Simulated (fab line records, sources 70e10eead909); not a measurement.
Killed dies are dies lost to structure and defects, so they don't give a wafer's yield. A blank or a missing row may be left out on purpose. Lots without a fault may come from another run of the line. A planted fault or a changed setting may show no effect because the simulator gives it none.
Which tool did it? | flow nand_harc | 12 lots, 36 wafers sampled, at 5 steps of a route of 1159

WHAT THE GAUGES READ, wafer by wafer
NHARC_END_SORT_01. Usual: killed_at_array 26, standard deviation 11; killed_at_other 0.6, standard deviation 1; killed_at_periphery 3.1, standard deviation 2.1; killed_dies 30, standard deviation 11; killed_open 3.4, standard deviation 1.8; killed_short 2.1, standard deviation 1.5.
lot  | measured     | on        | killed_at_array | killed_at_other | killed_at_periphery | killed_dies | killed_open | killed_short | flag
L483 | day 22 23:22 | prober-01 | 264 272 281     | 0 0 0           | 3 3 5               | 267 275 286 | 2 4 4       | 1 2 0        | OFF
L482 | day 23 11:49 | prober-01 | 297 279 258     | 0 0 2           | 0 1 0               | 297 280 260 | 4 1 1       | 2 1 4        | OFF

WHICH TOOL RAN EACH LOT (tool, then ch and the chambers of the sampled wafers, then the start)
lot  | NHARC_A_STAIRCASE_CMP_152     | NHARC_A_STAIRCASE_ETCHBACK_422     | NHARC_A_SGD_CUT_ETCH_58            | NHARC_A_SGD_CUT_ETCH_16
L468 | cmp-02 ch 0,1,2, day 14 00:25 | rie_diel-07 ch 0,2, day 14 00:52   | rie_diel-12 ch 0,1,3, day 14 03:12 | rie_diel-12 ch 0,2,3, day 14 03:41
L469 | cmp-03 ch 1,2,3, day 14 00:58 | rie_diel-06 ch 0,2,3, day 14 01:25 | rie_diel-05 ch 0,2, day 14 04:04   | rie_diel-05 ch 0,2, day 14 04:38
L471 | cmp-02 ch 0,1,3, day 14 06:13 | rie_diel-07 ch 0,3, day 14 06:41   | rie_diel-02 ch 0,2,3, day 14 09:00 | rie_diel-02 ch 0,2,3, day 14 09:31
L470 | cmp-01 ch 0,2, day 14 13:01   | rie_diel-07 ch 0,2,3, day 14 13:29 | rie_diel-05 ch 0,2,3, day 14 15:49 | rie_diel-05 ch 1,3, day 14 16:18
L474 | cmp-02 ch 1,2,3, day 14 23:00 | rie_diel-06 ch 2,3, day 14 23:30   | rie_diel-02 ch 0,1,2, day 15 01:52 | rie_diel-02 ch 1,2, day 15 02:21
L477 | cmp-01 ch 0,2,3, day 15 11:46 | rie_diel-09 ch 1,2,3, day 15 12:16 | rie_diel-02 ch 2,3, day 15 14:47   | rie_diel-02 ch 1,2,3, day 15 15:17
L476 | cmp-02 ch 0,3, day 15 16:07   | rie_diel-09 ch 0,1,3, day 15 16:37 | rie_diel-05 ch 1,2, day 15 18:47   | rie_diel-05 ch 1,2,3, day 15 19:17
L478 | cmp-02 ch 1,2,3, day 16 06:31 | rie_diel-09 ch 1,2, day 16 07:04   | rie_diel-02 ch 2,3, day 16 09:25   | rie_diel-02 ch 0,2,3, day 16 09:54
L479 | cmp-01 ch 0,1,3, day 16 06:47 | rie_diel-09 ch 0,2, day 16 07:16   | rie_diel-12 ch 1,3, day 16 09:29   | rie_diel-12 ch 0,1,2, day 16 10:00
L483 | cmp-03 ch 0,1,2, day 17 15:01 | rie_diel-06 ch 0,1,2, day 17 15:29 | rie_diel-05 ch 0,1,3, day 17 17:49 | rie_diel-05 ch 0,1, day 17 18:17
L482 | cmp-02 ch 1,2,3, day 18 06:46 | rie_diel-07 ch 2,3, day 18 07:13   | rie_diel-05 ch 1,2, day 18 09:26   | rie_diel-05 ch 0,3, day 18 09:55
L489 | cmp-01 ch 2,3, day 19 00:35   | rie_diel-07 ch 0,2,3, day 19 01:06 | rie_diel-12 ch 0,1,2, day 19 03:46 | rie_diel-12 ch 1,2,3, day 19 04:16
- NHARC_A_STAIRCASE_CMP_152: polishes.
- NHARC_A_STAIRCASE_ETCHBACK_422: etches the open film in CH3F/O2, target depth 40 nm, time 74.286 s.
- NHARC_A_SGD_CUT_ETCH_58: etches the open film in CF4, target depth 39 nm, time 65 s.
- NHARC_A_SGD_CUT_ETCH_16: etches the open film in C4F8/O2/Ar, target depth 310.5 nm, time 155.2 s.

WHAT THE TOOLS THEMSELVES READ (means of the sampled wafers that have a number; where no wafer has one, the mark that the record gives instead)
NHARC_A_STAIRCASE_CMP_152. Usual: motor_current_A 12.2 A, standard deviation 1.1.
lot  | tool   | motor_current_A (A) | flag
L468 | cmp-02 | 12.2                |
L469 | cmp-03 | 12.8                |
L471 | cmp-02 | 11.6                |
L470 | cmp-01 | 12.1                |
L474 | cmp-02 | 11.5                |
L477 | cmp-01 | 12.1                |
L476 | cmp-02 | 11.8                |
L478 | cmp-02 | 11.4                |
L479 | cmp-01 | 12.1                |
L483 | cmp-03 | 12.3                |
L482 | cmp-02 | 11.3                |
L489 | cmp-01 | 13.2                |

NHARC_A_STAIRCASE_ETCHBACK_422. Usual: drypump_motor_current_A 5.9 A, standard deviation 0.52; oes_product_au 0.97 a.u., standard deviation 0.035; rf_vpp_V 244.2 V, standard deviation 1.4; showerhead_plenum_p_Torr 2.45 Torr, standard deviation 0.081; throttle_valve_pct 20.664 %, standard deviation 0.0087.
lot  | tool        | drypump_motor_current_A (A) | oes_product_au (a.u.) | rf_vpp_V (V) | showerhead_plenum_p_Torr (Torr) | throttle_valve_pct (%) | flag
L468 | rie_diel-07 | 6.1                         | 0.94                  | 244.1        | 2.49                            | 20.668                 |
L469 | rie_diel-06 | 5.6                         | 0.98                  | 243.8        | 2.43                            | 20.671                 |
L471 | rie_diel-07 | 6.5                         | 0.98                  | 244.3        | 2.41                            | 20.665                 |
L470 | rie_diel-07 | 6.2                         | 0.95                  | 244.3        | 2.47                            | 20.662                 |
L474 | rie_diel-06 | 5.7                         | 1.00                  | 244.4        | 2.50                            | 20.662                 |
L477 | rie_diel-09 | 6.1                         | 1.00                  | 245.2        | 2.49                            | 20.651                 |
L476 | rie_diel-09 | 5.6                         | 0.99                  | 245.2        | 2.47                            | 20.664                 |
L478 | rie_diel-09 | 6.1                         | 1.00                  | 244.7        | 2.50                            | 20.668                 |
L479 | rie_diel-09 | 5.7                         | 0.92                  | 245.0        | 2.48                            | 20.664                 |
L483 | rie_diel-06 | 5.5                         | 0.94                  | 243.0        | 2.38                            | 20.661                 |
L482 | rie_diel-07 | 5.9                         | 1.00                  | 244.7        | 2.53                            | 20.664                 |
L489 | rie_diel-07 | 6.2                         | 1.00                  | 243.5        | 2.46                            | 20.657                 |

NHARC_A_SGD_CUT_ETCH_58. Usual: drypump_motor_current_A 5.8 A, standard deviation 0.47; oes_product_au 1.005 a.u., standard deviation 0.0094; rf_vpp_V 151.0 V, standard deviation 1.4; run_length_s 86.3 s, standard deviation 0.41; showerhead_plenum_p_Torr 1.75 Torr, standard deviation 0.077; throttle_valve_pct 13.283 %, standard deviation 0.01.
lot  | tool        | drypump_motor_current_A (A) | oes_product_au (a.u.) | rf_vpp_V (V) | run_length_s (s) | showerhead_plenum_p_Torr (Torr) | throttle_valve_pct (%) | flag
L468 | rie_diel-12 | 6.2                         | 1.007                 | 149.6        | 86.3             | 1.69                            | 13.284                 |
L469 | rie_diel-05 | 5.6                         | 1.005                 | 152.0        | 86.3             | 1.81                            | 13.285                 |
L471 | rie_diel-02 | 5.7                         | 0.992                 | 151.2        | 86.5             | 1.76                            | 13.273                 |
L470 | rie_diel-05 | 5.9                         | 1.007                 | 151.1        | 86.1             | 1.74                            | 13.287                 |
L474 | rie_diel-02 | 5.8                         | 0.998                 | 151.9        | 86.7             | 1.76                            | 13.279                 |
L477 | rie_diel-02 | 5.8                         | 1.002                 | 152.2        | 86.5             | 1.82                            | 13.282                 |
L476 | rie_diel-05 | 5.7                         | 1.012                 | 150.5        | 85.8             | 1.73                            | 13.283                 |
L478 | rie_diel-02 | 5.8                         | 0.987                 | 151.3        | 86.7             | 1.80                            | 13.289                 |
L479 | rie_diel-12 | 5.7                         | 1.018                 | 149.2        | 86.7             | 1.68                            | 13.278                 |
L483 | rie_diel-05 | 5.8                         | 1.005                 | 151.3        | 86.0             | 1.75                            | 13.280                 |
L482 | rie_diel-05 | 5.7                         | 1.002                 | 150.5        | 85.5             | 1.71                            | 13.288                 |
L489 | rie_diel-12 | 6.0                         | 1.002                 | 151.8        | 86.5             | 1.74                            | 13.281                 |

NHARC_A_SGD_CUT_ETCH_16. Usual: oes_product_au 0.980 a.u., standard deviation 0.013; rf_vpp_V 722 V, standard deviation 4.7; run_length_s 176.5 s, standard deviation 0.44.
lot  | tool        | oes_product_au (a.u.) | rf_vpp_V (V) | run_length_s (s) | flag
L468 | rie_diel-12 | 0.989                 | 720          | 176.6            |
L469 | rie_diel-05 | 0.987                 | 726          | 176.8            |
L471 | rie_diel-02 | 0.973                 | 723          | 176.7            |
L470 | rie_diel-05 | 0.978                 | 718          | 176.3            |
L474 | rie_diel-02 | 0.988                 | 726          | 176.9            |
L477 | rie_diel-02 | 0.984                 | 726          | 176.8            |
L476 | rie_diel-05 | 0.983                 | 718          | 176.1            |
L478 | rie_diel-02 | 0.978                 | 723          | 176.8            |
L479 | rie_diel-12 | 0.985                 | 722          | 176.8            |
L483 | rie_diel-05 | 0.980                 | 725          | 164.5            | OFF
L482 | rie_diel-05 | 0.968                 | 724          | 164.7            | OFF
L489 | rie_diel-12 | 0.985                 | 721          | 176.6            |

THE ANSWER, worked out from the rows above alone
Rule: a lot is off if the mean of its wafers that have a number lies more than 3 standard deviations from the usual mean. A lot without any number at a reading at which 4 lots or more have one is off too. The other lots that the step has rows for count as sound. The gauges are gone through in route order, then the tools' own readings, and for those a lot's mean is taken as printed above. The first step at which some lot is off is used, and at that step the reading that is off furthest; a lot without a number counts as furthest.
Off: L483, L482, at NHARC_END_SORT_01 (killed_at_array). Neither off nor sound, because the step has no rows for them: L468, L469, L471, L470, L474, L477, L476, L478, L479, L489.
A tool fits if, at a process step before that reading, it ran every lot that is off, and no sound lot after the first of them. The gauges at NHARC_END_SORT_01 aren't tried: what is off there is off at NHARC_A_SGD_CUT_ETCH_16 too, on other tools, and a gauge's error can't cause that. One fits: rie_diel-05 at NHARC_A_SGD_CUT_ETCH_58 and NHARC_A_SGD_CUT_ETCH_16. It ran no sound lot before its first lot that is off in this sample, so the start can't be narrowed down.

WHAT THE SIMULATOR HAD PUT IN
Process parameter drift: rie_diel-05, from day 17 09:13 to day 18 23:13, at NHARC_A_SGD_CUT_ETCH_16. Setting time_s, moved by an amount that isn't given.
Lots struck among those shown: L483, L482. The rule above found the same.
